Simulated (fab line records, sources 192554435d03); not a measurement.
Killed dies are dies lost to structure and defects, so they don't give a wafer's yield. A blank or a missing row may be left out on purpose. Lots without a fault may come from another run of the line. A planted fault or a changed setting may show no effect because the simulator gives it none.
Which tool did it? | flow n5_finfet | 24 lots, 72 wafers sampled, at 6 steps of a route of 1938

WHAT THE GAUGES READ, wafer by wafer
N5_BEOL_M10_THK_MEAS_53: measures by xrf.
lot  | measured     | on            | M10_THK (nm)
L074 | day 10 11:00 | film_metro-02 | 135 143 140
L077 | day 11 05:38 | film_metro-02 | 146 140 138
L075 | day 11 11:13 | film_metro-02 | 145 148 146
L079 | day 11 19:15 | film_metro-02 | 147 145 148
L078 | day 11 20:19 | film_metro-02 | 144 145 146
L076 | day 11 20:35 | film_metro-01 | 136 141 137
L082 | day 12 19:53 | film_metro-01 | 147 147 145
L081 | day 12 23:52 | film_metro-01 | 137 141 138
L083 | day 13 07:04 | film_metro-02 | 152 151 150
L080 | day 13 07:47 | film_metro-02 | 144 150 143
L084 | day 13 10:27 | film_metro-02 | 147 150 146
L085 | day 13 10:13 | film_metro-01 | 136 137 140
L086 | day 14 03:59 | film_metro-02 | 141 146 141
L090 | day 14 10:01 | film_metro-01 | 141 144 142
L088 | day 15 00:31 | film_metro-01 | 143 147 145
L087 | day 15 01:18 | film_metro-02 | 152 149 147
L089 | day 15 05:38 | film_metro-01 | 140 138 135
L091 | day 15 09:55 | film_metro-02 | 146 146 147
L092 | day 16 13:33 | film_metro-01 | 142 145 143
L094 | day 16 22:51 | film_metro-01 | 142 140 140
L097 | day 17 07:56 | film_metro-01 | 141 144 146
L093 | day 17 07:26 | film_metro-01 | 140 146 140
L096 | day 17 13:07 | film_metro-01 | 139 134 134
L095 | day 17 16:36 | film_metro-02 | 138 144 139

N5_BEOL_M10_INSPECT_58: inspects for defects (darkfield).
lot  | measured     | on                | raw_defect_count
L074 | day 10 11:12 | defect_inspect-01 | 64 79 68
L077 | day 11 05:47 | defect_inspect-01 | 56 66 65
L075 | day 11 11:23 | defect_inspect-02 | 77 101 100
L079 | day 11 19:25 | defect_inspect-01 | 112 90 81
L078 | day 11 20:28 | defect_inspect-01 | 134 84 142
L076 | day 11 20:44 | defect_inspect-01 | 82 66 84
L082 | day 12 20:02 | defect_inspect-02 | 67 53 55
L081 | day 13 00:01 | defect_inspect-02 | 76 43 49
L083 | day 13 07:13 | defect_inspect-02 | 58 54 29
L080 | day 13 07:58 | defect_inspect-02 | 67 57 69
L084 | day 13 10:37 | defect_inspect-01 | 57 37 66
L085 | day 13 10:23 | defect_inspect-01 | 118 181 76
L086 | day 14 04:09 | defect_inspect-02 | 86 71 52
L090 | day 14 10:11 | defect_inspect-01 | 80 49 104
L088 | day 15 00:42 | defect_inspect-01 | 71 52 43
L087 | day 15 01:29 | defect_inspect-01 | 67 57 73
L089 | day 15 05:47 | defect_inspect-01 | 59 118 59
L091 | day 15 10:04 | defect_inspect-01 | 50 81 102
L092 | day 16 13:43 | defect_inspect-01 | 75 64 81
L094 | day 16 23:01 | defect_inspect-01 | 61 69 102
L097 | day 17 08:06 | defect_inspect-02 | 100 67 97
L093 | day 17 07:36 | defect_inspect-01 | 51 81 64
L096 | day 17 13:16 | defect_inspect-01 | 85 78 74
L095 | day 17 16:46 | defect_inspect-02 | 60 62 75

N5_BEOL_M11_INSPECT_30: inspects for defects (brightfield).
lot  | measured     | on                | raw_defect_count
L074 | day 10 14:13 | defect_inspect-01 | 298 333 296
L077 | day 11 10:05 | defect_inspect-02 | 428 556 655
L075 | day 11 17:51 | defect_inspect-01 | 445 361 365
L079 | day 12 02:58 | defect_inspect-01 | 381 332 287
L078 | day 12 03:10 | defect_inspect-02 | 515 445 527
L076 | day 12 03:19 | defect_inspect-01 | 371 458 426
L082 | day 13 02:55 | defect_inspect-02 | 406 315 336
L081 | day 13 02:58 | defect_inspect-01 | 426 338 341
L083 | day 13 15:56 | defect_inspect-02 | 303 488 402
L080 | day 13 16:07 | defect_inspect-01 | 428 322 540
L084 | day 13 18:06 | defect_inspect-01 | 595 469 365
L085 | day 13 17:48 | defect_inspect-01 | 563 612 438
L086 | day 14 08:43 | defect_inspect-02 | 400 317 346
L090 | day 14 15:44 | defect_inspect-01 | 356 339 417
L088 | day 15 09:31 | defect_inspect-02 | 442 294 375
L087 | day 15 09:21 | defect_inspect-02 | 431 318 385
L089 | day 15 12:46 | defect_inspect-02 | 435 503 487
L091 | day 15 12:56 | defect_inspect-01 | 472 464 665
L092 | day 16 15:57 | defect_inspect-01 | 594 427 389
L094 | day 17 05:02 | defect_inspect-01 | 492 573 511
L097 | day 17 15:26 | defect_inspect-02 | 371 419 534
L093 | day 17 11:25 | defect_inspect-02 | 394 423 458
L096 | day 17 18:16 | defect_inspect-02 | 397 516 436
L095 | day 17 22:10 | defect_inspect-01 | 351 338 393

WHICH TOOL RAN EACH LOT (tool, then ch and the chambers of the sampled wafers, then the start)
lot  | N5_BEOL_M9_TRENCH_ETCH_37                     | N5_BEOL_M10_ALD_74                  | N5_BEOL_M11_HM_OPEN_17
L074 | rie_diel-06 ch 1,2,3, day 10 09:04 or earlier | ald_metal-04 ch 0,1,3, day 10 09:04 | rie_metal-03 ch 0,1, day 10 12:48
L077 | rie_diel-02 ch 1,2, day 11 02:29 or earlier   | ald_metal-04 ch 0,1,3, day 11 02:29 | rie_metal-02 ch 0,1, day 11 09:05
L075 | rie_diel-02 ch 2,3, day 11 09:06 or earlier   | ald_metal-04 ch 2,3, day 11 09:06   | rie_metal-01 ch 0,1, day 11 16:13
L079 | rie_diel-02 ch 0,1,2, day 11 17:14 or earlier | ald_metal-03 ch 0,2,3, day 11 17:14 | rie_metal-03 ch 0,1, day 11 23:41
L078 | rie_diel-06 ch 0,2,3, day 11 18:37 or earlier | ald_metal-02 ch 0,2, day 11 18:37   | rie_metal-02 ch 0,1, day 11 23:46
L076 | rie_diel-02 ch 1,2, day 11 18:47 or earlier   | ald_metal-04 ch 0,1,2, day 11 18:47 | rie_metal-02 ch 0,1, day 12 00:01
L082 | rie_diel-06 ch 0,1,3, day 12 18:33 or earlier | ald_metal-02 ch 0,2,3, day 12 18:33 | rie_metal-01 ch 0,1, day 12 23:32
L081 | rie_diel-02 ch 0,1,2, day 12 20:44 or earlier | ald_metal-03 ch 0,2,3, day 12 20:44 | rie_metal-01 ch 0,1, day 13 02:17
L083 | rie_diel-02 ch 0,1,2, day 13 04:09 or earlier | ald_metal-03 ch 0,1, day 13 04:09   | rie_metal-01 ch 0,1, day 13 10:31
L080 | rie_diel-05 ch 1,2,3, day 13 06:13 or earlier | ald_metal-04 ch 0,1,2, day 13 06:13 | rie_metal-03 ch 0,1, day 13 10:59
L084 | rie_diel-05 ch 0,3, day 13 07:08 or earlier   | ald_metal-03 ch 0,1,2, day 13 07:08 | rie_metal-03 ch 0,1, day 13 17:28
L085 | rie_diel-06 ch 1,3, day 13 06:58 or earlier   | ald_metal-04 ch 0,2, day 13 06:58   | rie_metal-01 ch 0,1, day 13 17:15
L086 | rie_diel-05 ch 1,2,3, day 14 02:32 or earlier | ald_metal-03 ch 1,2,3, day 14 02:32 | rie_metal-03 ch 0,1, day 14 07:28
L090 | rie_diel-05 ch 0,2,3, day 14 07:52 or earlier | ald_metal-02 ch 0,2,3, day 14 07:52 | rie_metal-02 ch 0,1, day 14 14:13
L088 | rie_diel-02 ch 1,2,3, day 14 22:58 or earlier | ald_metal-02 ch 0,2,3, day 14 22:58 | rie_metal-03 ch 0,1, day 15 03:48
L087 | rie_diel-06 ch 0,2,3, day 14 23:55 or earlier | ald_metal-03 ch 0,2,3, day 14 23:55 | rie_metal-03 ch 0,1, day 15 04:26
L089 | rie_diel-05 ch 1,2,3, day 15 04:05 or earlier | ald_metal-02 ch 0,2, day 15 04:05   | rie_metal-01 ch 0,1, day 15 10:28
L091 | rie_diel-06 ch 1,3, day 15 05:40 or earlier   | ald_metal-03 ch 0,1, day 15 05:40   | rie_metal-03 ch 0, day 15 11:50
L092 | rie_diel-06 ch 0,1, day 16 10:32 or earlier   | ald_metal-04 ch 0,1,3, day 16 10:32 | rie_metal-02 ch 0, day 16 15:12
L094 | rie_diel-06 ch 0,1, day 16 20:56 or earlier   | ald_metal-02 ch 0,1,2, day 16 20:56 | rie_metal-02 ch 0,1, day 17 02:45
L097 | rie_diel-05 ch 0,3, day 17 06:18 or earlier   | ald_metal-02 ch 0,1, day 17 06:18   | rie_metal-03 ch 0,1, day 17 12:22
L093 | rie_diel-06 ch 1,3, day 17 06:07 or earlier   | ald_metal-04 ch 0,1,2, day 17 06:07 | rie_metal-01 ch 1, day 17 09:41
L096 | rie_diel-05 ch 0,1,3, day 17 11:40 or earlier | ald_metal-04 ch 1,2, day 17 11:40   | rie_metal-03 ch 0, day 17 17:10
L095 | rie_diel-06 ch 1,2, day 17 14:01 or earlier   | ald_metal-04 ch 1,2,3, day 17 14:01 | rie_metal-03 ch 0,1, day 17 20:08
- N5_BEOL_M9_TRENCH_ETCH_37: etches SiCOH lowk in C4F6/O2, target depth 151.43 nm, time 49 s.
- N5_BEOL_M10_ALD_74: deposits TaN, target thk 2 nm, pulse time 2 s, purge time 3 s.
- N5_BEOL_M11_HM_OPEN_17: chemistry Cl2/BCl3, target TiN, target depth 20 nm, overetch 6 nm.

WHAT THE TOOLS THEMSELVES READ (means of the sampled wafers that have a number; where no wafer has one, the mark that the record gives instead)
N5_BEOL_M9_TRENCH_ETCH_37.
lot  | tool        | bias_w (W) | drypump_motor_current_A (A) | oes_ar_750_au (a.u.) | oes_o_777_au (a.u.) | oes_product_au (a.u.) | rf_vpp_V (V) | showerhead_plenum_p_Torr (Torr) | throttle_valve_pct (%)
L074 | rie_diel-06 | 184.7      | 6.0                         | 0.73                 | 0.73                | 0.73                  | 679          | 2.80                            | 20.98
L077 | rie_diel-02 | 184.5      | 5.8                         | 0.70                 | 0.71                | 0.69                  | 659          | 2.85                            | 21.01
L075 | rie_diel-02 | 185.8      | 6.1                         | 0.72                 | 0.73                | 0.71                  | 655          | 2.78                            | 21.05
L079 | rie_diel-02 | 184.9      | 6.0                         | 0.71                 | 0.72                | 0.70                  | 668          | 2.86                            | 21.08
L078 | rie_diel-06 | 185.0      | 6.2                         | 0.76                 | 0.76                | 0.77                  | 677          | 2.85                            | 21.04
L076 | rie_diel-02 | 185.4      | 5.8                         | 0.70                 | 0.70                | 0.69                  | 659          | 2.85                            | 21.02
L082 | rie_diel-06 | 185.2      | 5.9                         | 0.76                 | 0.76                | 0.77                  | 678          | 2.85                            | 20.85
L081 | rie_diel-02 | 184.3      | 6.0                         | 0.70                 | 0.71                | 0.69                  | 668          | 2.86                            | 21.10
L083 | rie_diel-02 | 185.6      | 6.0                         | 0.70                 | 0.71                | 0.69                  | 667          | 2.86                            | 21.09
L080 | rie_diel-05 | 185.2      | 5.9                         | 0.78                 | 0.77                | 0.78                  | 659          | 2.79                            | 21.00
L084 | rie_diel-05 | 184.9      | 5.5                         | 0.77                 | 0.78                | 0.76                  | 663          | 2.85                            | 20.90
L085 | rie_diel-06 | 185.0      | 5.7                         | 0.72                 | 0.72                | 0.72                  | 680          | 2.79                            | 20.79
L086 | rie_diel-05 | 184.7      | 5.9                         | 0.77                 | 0.76                | 0.77                  | 659          | 2.78                            | 21.01
L090 | rie_diel-05 | 184.9      | 6.0                         | 0.83                 | 0.82                | 0.82                  | 660          | 2.84                            | 20.71
L088 | rie_diel-02 | 184.6      | 6.0                         | 0.81                 | 0.82                | 0.81                  | 659          | 2.81                            | 20.92
L087 | rie_diel-06 | 185.0      | 6.3                         | 0.83                 | 0.85                | 0.85                  | 679          | 2.96                            | 20.96
L089 | rie_diel-05 | 185.1      | 5.9                         | 0.76                 | 0.76                | 0.75                  | 658          | 2.78                            | 21.01
L091 | rie_diel-06 | 184.6      | 5.7                         | 0.71                 | 0.71                | 0.70                  | 683          | 2.86                            | 21.01
L092 | rie_diel-06 | 184.5      | 6.0                         | 0.75                 | 0.74                | 0.75                  | 675          | 2.77                            | 20.69
L094 | rie_diel-06 | 185.1      | 6.3                         | 0.78                 | 0.78                | 0.79                  | 672          | 2.83                            | 20.76
L097 | rie_diel-05 | 185.1      | 5.7                         | 0.87                 | 0.88                | 0.88                  | 667          | 2.86                            | 20.61
L093 | rie_diel-06 | 184.9      | 5.7                         | 0.70                 | 0.70                | 0.70                  | 683          | 2.86                            | 21.04
L096 | rie_diel-05 | 184.8      | 5.6                         | 0.82                 | 0.81                | 0.82                  | 666          | 2.80                            | 20.89
L095 | rie_diel-06 | 185.3      | 6.4                         | 0.86                 | 0.86                | 0.88                  | 681          | 2.93                            | 20.86

N5_BEOL_M10_ALD_74.
lot  | tool         | heater_power_w (W)
L074 | ald_metal-04 | 367
L077 | ald_metal-04 | 365
L075 | ald_metal-04 | 387
L079 | ald_metal-03 | 406
L078 | ald_metal-02 | 461
L076 | ald_metal-04 | 396
L082 | ald_metal-02 | 455
L081 | ald_metal-03 | 406
L083 | ald_metal-03 | 407
L080 | ald_metal-04 | 390
L084 | ald_metal-03 | 404
L085 | ald_metal-04 | 404
L086 | ald_metal-03 | 432
L090 | ald_metal-02 | 451
L088 | ald_metal-02 | 454
L087 | ald_metal-03 | 406
L089 | ald_metal-02 | 473
L091 | ald_metal-03 | 405
L092 | ald_metal-04 | 351
L094 | ald_metal-02 | 454
L097 | ald_metal-02 | 446
L093 | ald_metal-04 | 356
L096 | ald_metal-04 | 370
L095 | ald_metal-04 | 361

N5_BEOL_M11_HM_OPEN_17.
lot  | tool         | bias_w (W) | drypump_motor_current_A (A) | oes_ar_750_au (a.u.) | oes_product_au (a.u.) | throttle_valve_pct (%)
L074 | rie_metal-03 | 125.7      | 5.8                         | 0.93                 | 0.80                  | 22.0
L077 | rie_metal-02 | 126.0      | 5.7                         | 0.84                 | 0.71                  | 22.0
L075 | rie_metal-01 | 126.0      | 5.7                         | 0.72                 | 0.62                  | 22.6
L079 | rie_metal-03 | 125.9      | 5.8                         | 0.91                 | 0.78                  | 22.1
L078 | rie_metal-02 | 126.2      | 6.2                         | 0.75                 | 0.64                  | 22.3
L076 | rie_metal-02 | 125.9      | 6.2                         | 0.76                 | 0.65                  | 22.3
L082 | rie_metal-01 | 125.6      | 5.7                         | 0.71                 | 0.62                  | 22.6
L081 | rie_metal-01 | 126.2      | 5.6                         | 0.77                 | 0.66                  | 22.4
L083 | rie_metal-01 | 126.3      | 5.5                         | 0.77                 | 0.66                  | 22.4
L080 | rie_metal-03 | 126.1      | 5.8                         | 0.89                 | 0.77                  | 22.1
L084 | rie_metal-03 | 126.0      | 6.3                         | 0.87                 | 0.74                  | 21.9
L085 | rie_metal-01 | 125.9      | 5.7                         | 0.71                 | 0.62                  | 22.6
L086 | rie_metal-03 | 125.9      | 6.3                         | 0.86                 | 0.73                  | 21.9
L090 | rie_metal-02 | 126.2      | 6.2                         | 0.74                 | 0.63                  | 22.3
L088 | rie_metal-03 | 125.9      | 6.2                         | 0.86                 | 0.72                  | 21.9
L087 | rie_metal-03 | 125.8      | 5.8                         | 0.88                 | 0.74                  | 22.1
L089 | rie_metal-01 | 126.0      | 5.7                         | 0.70                 | 0.61                  | 22.6
L091 | rie_metal-03 | 126.0      | 6.7                         | 0.83                 | 0.70                  | 21.6
L092 | rie_metal-02 | 125.9      | 5.3                         | 0.86                 | 0.72                  | 21.8
L094 | rie_metal-02 | 125.9      | 5.8                         | 0.90                 | 0.75                  | 21.9
L097 | rie_metal-03 | 126.0      | 6.2                         | 0.83                 | 0.71                  | 21.9
L093 | rie_metal-01 | 126.0      | 5.4                         | 0.79                 | 0.70                  | 22.3
L096 | rie_metal-03 | 125.9      | 6.8                         | 0.81                 | 0.69                  | 21.6
L095 | rie_metal-03 | 125.7      | 6.3                         | 0.83                 | 0.71                  | 21.9

THE ANSWER, worked out from the rows above alone
Rule: what is usual is taken from the lots themselves. Put in order of their means at a reading, lots are off if they are a third of the lots or fewer, leave a main group of 4 or more, and stand apart from it by a gap of 3 or more times the standard deviation of the main group's means; of several such gaps the widest counts. A main group whose means are all the same, to the digits that the tables above print for the reading, isn't used. A lot without any number at a reading at which 4 lots or more have one is off too. The other lots that the step has rows for count as sound. The gauges are gone through in route order, then the tools' own readings, and for those a lot's mean is taken as printed above. The first step at which some lot is off is used, and at that step the reading that is off furthest; a lot without a number counts as furthest.
No lot is off at any reading shown: from this, nothing can be told.

WHAT THE SIMULATOR HAD PUT IN
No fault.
